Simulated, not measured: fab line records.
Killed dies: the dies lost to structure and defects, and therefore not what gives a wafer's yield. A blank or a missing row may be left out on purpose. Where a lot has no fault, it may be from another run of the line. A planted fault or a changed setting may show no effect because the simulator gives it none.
Split-lot trial    flow n5_finfet    on a route of 1938 steps: 7 lots, 39 wafers read

ON THE SPLIT
At N5_BEOL_M12_DEP_53 (deposits SiCN from 3MS/NH3, target thk 30 nm, time 10.5 s), the setting target_thk_a was moved away from the recipe's 300 angstrom on 15 of the 39 wafers read, by +20.5% to +59.1%. This setting was run at the recipe's value on the other wafers.

The reading comes from the split's own step.

THE READING
SiCN_of_BEOL_M12_DEP_53.thk_nm (the simulator's own value, which no gauge read), in nm, at N5_BEOL_M12_DEP_53 (deposits SiCN from 3MS/NH3, target thk 30 nm, time 10.5 s). There is no usual value for it anywhere in the file. The 24 wafers here that ran the recipe average 29.9 nm, standard deviation 0.49 nm.

wafer   tool, chamber at the split  target_thk_a as run, angstrom  against the recipe  SiCN_of_BEOL_M12_DEP_53.thk_nm, nm  against lot-mates on the recipe
L081.1  pecvd-03, 0                 477.3                          +59.1%              46.8                                +16.7
L081.2  pecvd-03, 1                 300                            recipe              30                                  -
L081.3  pecvd-03, 2                 300                            recipe              29.8                                -
L081.4  pecvd-03, 0                 477.3                          +59.1%              48.4                                +18.3
L081.5  pecvd-03, 1                 300                            recipe              30.4                                -
L081.6  pecvd-03, 2                 477.3                          +59.1%              48                                  +17.9
L085.1  pecvd-03, 0                 300                            recipe              29                                  -
L085.2  pecvd-03, 2                 300                            recipe              29.8                                -
L085.4  pecvd-03, 2                 300                            recipe              29.6                                -
L089.1  pecvd-04, 0                 438.8                          +46.3%              43                                  +12.8
L089.2  pecvd-04, 2                 438.8                          +46.3%              43.8                                +13.6
L089.3  pecvd-04, 1                 300                            recipe              30                                  -
L089.4  pecvd-04, 1                 300                            recipe              30.2                                -
L089.5  pecvd-04, 0                 438.8                          +46.3%              44                                  +13.8
L089.6  pecvd-04, 2                 300                            recipe              30.4                                -
L090.1  pecvd-04, 2                 300                            recipe              30.2                                -
L090.2  pecvd-04, 1                 300                            recipe              29.4                                -
L090.3  pecvd-04, 0                 300                            recipe              29.6                                -
L090.4  pecvd-04, 0                 361.6                          +20.5%              35.6                                +5.9
L090.5  pecvd-04, 1                 361.6                          +20.5%              36.6                                +6.9
L090.6  pecvd-04, 2                 361.6                          +20.5%              36.4                                +6.7
L091.1  pecvd-03, 2                 406.7                          +35.6%              40.6                                +10.3
L091.2  pecvd-03, 0                 300                            recipe              30                                  -
L091.3  pecvd-03, 1                 406.7                          +35.6%              40.4                                +10.1
L091.4  pecvd-03, 1                 300                            recipe              30.6                                -
L091.5  pecvd-03, 0                 406.7                          +35.6%              40.8                                +10.5
L091.6  pecvd-03, 2                 300                            recipe              30.2                                -
L095.1  pecvd-04, 2,0               411.3                          +37.1%              41.2                                +10.8
L095.6  pecvd-04, 2,0               411.3                          +37.1%              41.2                                +10.8
L095.2  pecvd-04, 0                 300                            recipe              29.8                                -
L095.3  pecvd-04, 2                 300                            recipe              30.8                                -
L095.4  pecvd-04, 0                 411.3                          +37.1%              41                                  +10.6
L095.5  pecvd-04, 2                 300                            recipe              30.6                                -
L096.1  pecvd-04, 0                 300                            recipe              28.8                                -
L096.2  pecvd-04, 1,0               300                            recipe              29.6                                -
L096.3  pecvd-04, 1,0               300                            recipe              29.6                                -
L096.4  pecvd-04, 1                 300                            recipe              30.4                                -
L096.5  pecvd-04, 0                 300                            recipe              29.4                                -
L096.6  pecvd-04, 1                 300                            recipe              30.2                                -
Rows listing several chambers each stand for several wafers; the file does not say which wafer went through which chamber.

THE FIT
A straight line over all 39 wafers: SiCN_of_BEOL_M12_DEP_53.thk_nm changes by +0.3 nm for each +1% of target_thk_a; r = +1.00; the points scatter about the line by 0.48 nm.
The same after taking each lot's own level away (the mean of its wafers on the recipe; 39 wafers): +0.294 nm for each +1%; r = +1.00; scatter 0.44 nm.
According to that fit, moving target_thk_a by its largest amount changes the reading by 17 nm.
Across the lots, their own levels run from 29.47 to 30.40 nm, a range of 1.9 times the standard deviation given above.
So the lot-to-lot level changes the slope little: the two slopes agree.
Check: +17.5 nm against its lot-mates is what the line predicts for one of the wafers moved furthest among these (+59.1%) when that wafer is left out of the fit. It came out at +16.7 nm against them.

OTHER SPLITS ON THESE WAFERS
Other splits were also applied to these wafers ahead of the reading. Each is held against what the fit with the lots' levels taken away leaves over:
other split on the same wafers  wafers away from the commonest value  r with SiCN_of_BEOL_M12_DEP_53.thk_nm (lot level and that fit taken away)
N5_BEOL_M11_PECVD_70 time_s     15                                    -0.15

FILE'S OWN FIT
SiCN_of_BEOL_M12_DEP_53.thk_nm changes by +0.295 nm for each +1% of target_thk_a, r = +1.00.
